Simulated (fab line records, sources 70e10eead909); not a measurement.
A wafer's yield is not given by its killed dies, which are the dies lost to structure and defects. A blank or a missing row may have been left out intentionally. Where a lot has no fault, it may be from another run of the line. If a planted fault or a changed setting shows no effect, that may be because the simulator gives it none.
Chamber matching -- flow nand-harc -- NHARC_A_STAIRCASE_DESCUM_443 on rie-diel-07 has 4 sister chambers
The step chemistry O2, time 3 s. 4 wafers are shown with their chamber, then 7 later ones without.

WAFERS PAIRED WITH THEIR CHAMBERS
wafer,chamber,drypump-motor-current-A (A)
L084.5,0,5.2
L087.6,3,5.4
L089.1,2,5.2
L089.2,1,5.8

WAFERS WHOSE CHAMBER IS MISSING
wafer,drypump-motor-current-A (A)
L089.4,5.4
L090.3,5.1
L090.4,5.4
L090.5,5.2
L096.1,5.8
L096.2,5.2
L096.5,5.2

EACH ONE'S CHAMBER
wafer,from the rows above,in truth
L089.4,3,3
L090.3,can't be placed: 0 or 2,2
L090.4,3,3
L090.5,can't be placed: 0 or 2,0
L096.1,1,1
L096.2,can't be placed: 0 or 2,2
L096.5,can't be placed: 0 or 2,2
Placed correctly: 3 of 7. These rows do not allow placing 4 (true chamber among the candidates in 4). Wrongly placed: 0.
How it was worked out, from the rows above alone: a wafer's distance from a chamber is the root of the sum, over the readings, of the square of ((its reading less the chamber's mean) divided by the reading's scatter). The wafer belongs to the nearest chamber; if the next one is less than 2 further off, it can't be placed. For every chamber, the mean is computed from those of its wafers that are shown. The scatter (one wafer shown for each chamber): square how far every hidden wafer sits from the nearest shown wafer, average those squares and take the square root.
